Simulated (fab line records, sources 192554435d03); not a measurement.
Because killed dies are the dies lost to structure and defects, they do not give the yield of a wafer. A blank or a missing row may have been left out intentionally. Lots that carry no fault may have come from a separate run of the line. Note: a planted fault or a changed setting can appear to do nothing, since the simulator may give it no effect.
A struck lot beside a sound one	flow n5 finfet	15 out of 1938 route steps
Sound: these wafers, L386.2, L386.4, L386.5. Struck: wafer L403.5. (L403.1, L403.2 of the same lot were not struck and are left out.) The cause comes at the end.
Order at every step that has rows: each side's tool, ch and its chambers, its first start. Under that, the readings that differ: sound wafers	struck wafers	difference of the means	sigmas: that difference in standard deviations of wafers without a fault.
alike: readings whose means differ by less than 2 such deviations, and words and numbers that are the same on both sides. not compared: withheld readings, readings that some wafer has no value for, bounds like >300 that may hide the same value, and numbers for which the record gives no deviation and whose values overlap.
Wherever a step has rows on one side only, a row that says differs or no value, or a row with sigmas, the two part there. Numbers that have no deviation but don't overlap get no sigmas and don't part them. Lack of a reading on every wafer of one side parts them only where that side has two or more wafers.

first, 8 steps without rows for these wafers: N5_HKMG_FIN_COAT_41 (time 60 s, resist thk 300 nm); N5_HKMG_FIN_COAT_42 (time 60 s, resist thk 35 nm); N5_HKMG_FIN_COAT_43 (resist thk 90 nm); N5_HKMG_FIN_EBR_45; N5_HKMG_FIN_SOFTBAKE_44 (time 60 s); N5_HKMG_FIN_EXPOSE_46 (exposes mask NDIPOLE); N5_HKMG_FIN_PEB_47 (peb time 60 s); N5_HKMG_FIN_DEVELOP_48 (develop time 30 s).
N5_HKMG_FIN_CD_MEAS_49: the cd target is 202 nm.
  sound on cd sem-02 ch 0, day 4 19:58; struck on cd sem-03 ch 0, day 9 02:20
  alike: cd nm
N5_HKMG_FIN_OVL_MEAS_50:
  sound on overlay-01 ch 0, day 4 20:00; struck on overlay-02 ch 0, day 9 02:22
reading	sound	struck	difference	sigmas
NDIPOLE_OVL (nm)	-0.5 -0.1 0.1	1.7	+1.9	+3
N5_HKMG_FIN_INSPECT_61: inspects for defects (macro).
  sound on defect inspect-01, day 4 20:01; struck on defect inspect-02, day 9 02:23
  alike: raw defect count
N5_HKMG_FIN_DESCUM_53: chemistry O2, time 7.9 s.
  sound on rie diel-03 ch 0,2,3, day 4 20:04; struck on rie diel-03 ch 0, day 9 02:43
  alike: drypump motor current A, oes product au, rf vpp V, showerhead plenum p Torr, throttle valve pct
  not compared: rf hours counter h
N5_HKMG_FIN_ETCH_54: etches SiARC in CF4, target depth 45.5 nm, time 75.8 s.
  sound on rie diel-03 ch 0,2,3, day 4 20:05; struck on rie diel-03 ch 0, day 9 02:46
reading	sound	struck	difference	sigmas
etch rf on time s (s)	77.2 73.3 73.3	89.0	+14.4	+8
  alike: drypump motor current A, oes product au, rf vpp V, showerhead plenum p Torr, throttle valve pct
  not compared: rf hours counter h
N5_HKMG_FIN_ETCH_55: etches SOC in N2/H2, target depth 240 nm, time 300 s.
  sound on rie diel-03 ch 0,2,3, day 4 20:09; struck on rie diel-03 ch 0, day 9 02:49
  alike: drypump motor current A, oes product au, rf vpp V, showerhead plenum p Torr, throttle valve pct
  not compared: rf hours counter h
-- the record jumps here: 4 days lie between the struck wafers' starts before and after (it left off in module HKMG_FIN and takes up again in module BEOL_M4, whose first step shown is number 1111 of the route) --
N5_BEOL_M4_RC_MEAS_101:
  sound on prober-02 ch 0, day 9 02:17; struck on prober-01 ch 0, day 12 22:02
  alike: DIBL_N, DIBL_P, IOFF_N, IOFF_P, ION_N, ION_P, SS_N, SS_P, VT_N, VT_P

WHERE THEY PART
First at N5_HKMG_FIN_OVL_MEAS_50; last, within this record, at N5_HKMG_FIN_ETCH_54. Later steps at which nothing parts them and some readings are alike: N5_HKMG_FIN_ETCH_55, N5_BEOL_M4_RC_MEAS_101.

WHY: what the simulator had put in
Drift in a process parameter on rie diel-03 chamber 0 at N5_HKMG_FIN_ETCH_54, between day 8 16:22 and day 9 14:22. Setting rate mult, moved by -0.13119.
